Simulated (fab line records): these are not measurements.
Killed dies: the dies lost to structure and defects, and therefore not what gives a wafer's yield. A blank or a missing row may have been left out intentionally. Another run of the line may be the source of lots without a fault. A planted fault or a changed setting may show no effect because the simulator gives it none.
Struck lot and sound lot, side by side :: flow nand_harc :: 16 out of 1302 route steps
Sound: the wafers L203.1, L203.2, L203.3. Wafers struck: L221.1, L221.5, L221.6. The cause comes at the end.
Order at every step that has rows: each side's tool, ch and its chambers, its first start. Under that, the readings that differ: sound wafers :: struck wafers :: difference of the means :: sigmas: that difference in standard deviations of wafers without a fault.
alike: readings with means less than 2 such deviations apart, plus words and numbers identical on both sides. not compared: withheld readings, readings lacking a value on some wafer, bounds such as >300 that could conceal the same value, and numbers that have no deviation in the record and whose values overlap.
A row with sigmas, a row that says differs or no value, or rows on one side alone: a step with any of these is where the two part. Non-overlapping numbers with no deviation appear without sigmas and do not part them. A reading that every wafer of one side lacks parts them only if that side has two wafers or more.

first, 1 step without rows for these wafers: NHARC_A_DECK1_JOINT_SRD_15.
NHARC_A_DECK1_JOINT_DEP_16: deposits SiO2, target thk 45 nm.
  sound on pecvd-02 ch 0,1,2, day 12 06:31; struck on pecvd-03 ch 0,2, day 19 23:46
reading: throttle_valve_pct (%)
sound: 16.0 15.9 15.7
struck: 14.6 15.3 14.7
difference: -1.0
sigmas: -2
  alike: flow_sccm, heater_power_w, showerhead_vpp_V
NHARC_A_DECK1_JOINT_THK_MEAS_17: measures by ellipsometry.
  sound: film_metro-01 at day 12 06:47; struck: film_metro-01 at day 19 23:59
  alike: thk_nm
NHARC_A_DECK1_JOINT_INSPECT_05:
  sound: defect_inspect-02 at day 12 06:49; struck: defect_inspect-01 at day 20 00:01
  alike: raw_defect_count
then, 1 step without rows for these wafers: NHARC_A_ONON_D2_DEP_00 (target thk 1000 nm).
NHARC_A_ONON_D2_THK_MEAS_02: measures by ellipsometry.
  sound: film_metro-01 at day 12 07:23; struck: film_metro-01 at day 20 00:37
  alike: thk_nm
then, 1 step without rows for these wafers: NHARC_A_ONON_D2_DEP_03 (target thk 1000 nm).
NHARC_A_ONON_D2_THK_MEAS_05: measures by ellipsometry.
  sound: film_metro-02 at day 12 07:59; struck: film_metro-02 at day 20 01:11
  alike: thk_nm
then, 1 step without rows for these wafers: NHARC_A_ONON_D2_DEP_06 (target thk 1000 nm).
NHARC_A_ONON_D2_THK_MEAS_08: measures by ellipsometry.
  sound: film_metro-02 at day 12 08:33; struck: film_metro-01 at day 20 01:46
  alike: thk_nm
then, 1 step without rows for these wafers: NHARC_A_ONON_D2_DEP_09 (target thk 1000 nm).
NHARC_A_ONON_D2_THK_MEAS_11: measures by ellipsometry.
  sound: film_metro-01 at day 12 09:07; struck: film_metro-01 at day 20 02:22
  alike: thk_nm
NHARC_A_ONON_D2_DEP_12: target thk 1000 nm.
  sound on pecvd_onon-03 ch 0, day 12 09:10; struck on pecvd_onon-03 ch 0, day 20 02:25
  alike: n2o_flow_sccm
NHARC_A_ONON_D2_THK_MEAS_14: measures by ellipsometry.
  sound: film_metro-01 at day 12 09:41; struck: film_metro-01 at day 20 02:56
reading: thk_nm (nm)
sound: 1004 1003 1002
struck: 492 493 492
difference: -511
sigmas: -52
then, 1 step without rows for these wafers: NHARC_A_ONON_D2_ANNEAL_15 (time 3600 s).
-- the record jumps here: 11 days lie between the struck wafers' starts before and after (it left off in module A_ONON_D2 and takes up again in module END, whose first step shown is number 1302 of the route) --
NHARC_END_SORT_01:
  the record has rows for the struck wafers here (prober-01 ch 0, day 31 11:18) and none for the sound ones

## WHERE THEY PART
First at NHARC_A_DECK1_JOINT_DEP_16; last, within this record, at NHARC_END_SORT_01.

WHY: what the simulator had put in
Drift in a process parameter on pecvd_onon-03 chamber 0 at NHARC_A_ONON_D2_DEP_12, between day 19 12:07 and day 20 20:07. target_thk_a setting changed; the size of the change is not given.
